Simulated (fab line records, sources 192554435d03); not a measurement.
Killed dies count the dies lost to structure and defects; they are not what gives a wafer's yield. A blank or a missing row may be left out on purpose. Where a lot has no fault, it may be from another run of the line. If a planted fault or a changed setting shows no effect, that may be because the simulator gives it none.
Matching of chambers / flow n5-finfet / 3 sister chambers for N5_BEOL_M5_CO_CAP_78 on cvd-co-02
The step material Co, precursor CCTBA/H2, target thk 2 nm, time 102.1 s. 6 wafers are shown with their chamber, then 12 later ones without.

WAFERS PAIRED WITH THEIR CHAMBERS
wafer=L086.1; chamber=2; heater-power-outer-w (W)=116; heater-power-w (W)=217
wafer=L086.4; chamber=2; heater-power-outer-w (W)=117; heater-power-w (W)=211
wafer=L085.6; chamber=1; heater-power-outer-w (W)=113; heater-power-w (W)=224
wafer=L088.1; chamber=0; heater-power-outer-w (W)=153; heater-power-w (W)=290
wafer=L088.2; chamber=1; heater-power-outer-w (W)=112; heater-power-w (W)=214
wafer=L088.4; chamber=0; heater-power-outer-w (W)=156; heater-power-w (W)=290

WAFERS MISSING THEIR CHAMBER
wafer=L090.3; heater-power-outer-w (W)=154; heater-power-w (W)=294
wafer=L090.4; heater-power-outer-w (W)=114; heater-power-w (W)=219
wafer=L090.6; heater-power-outer-w (W)=114; heater-power-w (W)=221
wafer=L093.4; heater-power-outer-w (W)=151; heater-power-w (W)=288
wafer=L093.5; heater-power-outer-w (W)=111; heater-power-w (W)=214
wafer=L093.6; heater-power-outer-w (W)=153; heater-power-w (W)=292
wafer=L095.3; heater-power-outer-w (W)=118; heater-power-w (W)=217
wafer=L095.4; heater-power-outer-w (W)=117; heater-power-w (W)=221
wafer=L095.5; heater-power-outer-w (W)=114; heater-power-w (W)=213
wafer=L094.1; heater-power-outer-w (W)=153; heater-power-w (W)=284
wafer=L094.3; heater-power-outer-w (W)=112; heater-power-w (W)=216
wafer=L094.5; heater-power-outer-w (W)=121; heater-power-w (W)=222

CHAMBER TAKEN BY EACH
wafer=L090.3; from the rows above=0; in truth=0
wafer=L090.4; from the rows above=can't be placed: 1 or 2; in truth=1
wafer=L090.6; from the rows above=can't be placed: 1 or 2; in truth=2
wafer=L093.4; from the rows above=0; in truth=0
wafer=L093.5; from the rows above=1; in truth=1
wafer=L093.6; from the rows above=0; in truth=0
wafer=L095.3; from the rows above=2; in truth=2
wafer=L095.4; from the rows above=can't be placed: 2 or 1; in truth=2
wafer=L095.5; from the rows above=can't be placed: 1 or 2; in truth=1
wafer=L094.1; from the rows above=0; in truth=0
wafer=L094.3; from the rows above=1; in truth=1
wafer=L094.5; from the rows above=2; in truth=2
Correct placement for 8 of the 12. Can't be placed from these rows: 4 (the true chamber is among the candidates in 4). Placed wrongly: 0.
How it was worked out, from the rows above alone: a wafer's distance from a chamber is the root of the sum, over the readings, of the square of ((its reading less the chamber's mean) divided by the reading's scatter). If the next closest chamber is less than 2 further off than the closest, the wafer can't be placed; otherwise it belongs to the closest. A chamber's mean is the mean of its shown wafers. How the scatter is found: for the shown wafers, subtract from each reading the mean of its chamber, square and add these, divide the total by (wafers less chambers), then take the root.
